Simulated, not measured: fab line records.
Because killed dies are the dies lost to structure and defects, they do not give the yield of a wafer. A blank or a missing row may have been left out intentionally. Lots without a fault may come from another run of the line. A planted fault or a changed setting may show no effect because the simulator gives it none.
Chamber matching | flow nand harc | NHARC_A_WL_FILL_ALD_00 on ald hk-04 has 4 sister chambers
The step deposits Al2O3, target thk 3 nm, pulse time 3 s, ald cycles 30. 4 wafers are shown with their chamber, then 7 later ones without.

WAFERS, EACH WITH ITS CHAMBER
wafer  | chamber | heater power w (W)
L387.2 | 1       | 479
L394.5 | 3       | 438
L397.4 | 0       | 406
L397.5 | 2       | 434

WAFERS WITH NO CHAMBER GIVEN
wafer  | heater power w (W)
L397.6 | 487
L401.1 | 439
L401.3 | 396
L401.5 | 444
L402.1 | 402
L402.4 | 433
L402.6 | 429

THE CHAMBER EACH PASSED THROUGH
wafer  | from the rows above     | in truth
L397.6 | 1                       | 1
L401.1 | can't be placed: 3 or 2 | 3
L401.3 | 0                       | 0
L401.5 | can't be placed: 3 or 2 | 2
L402.1 | 0                       | 0
L402.4 | can't be placed: 2 or 3 | 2
L402.6 | can't be placed: 2 or 3 | 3
Placed correctly: 3 of 7. Not placeable from these rows: 4 (in 4, the candidates include the true chamber). Placed wrongly: 0.
How it was worked out, from the rows above alone: a wafer's distance from a chamber is the root of the sum, over the readings, of the square of ((its reading less the chamber's mean) divided by the reading's scatter). The wafer belongs to the nearest chamber; if the next one is less than 2 further off, it can't be placed. For every chamber, the mean is computed from those of its wafers that are shown. The scatter (one wafer shown for each chamber): square how far every hidden wafer sits from the nearest shown wafer, average those squares and take the square root.
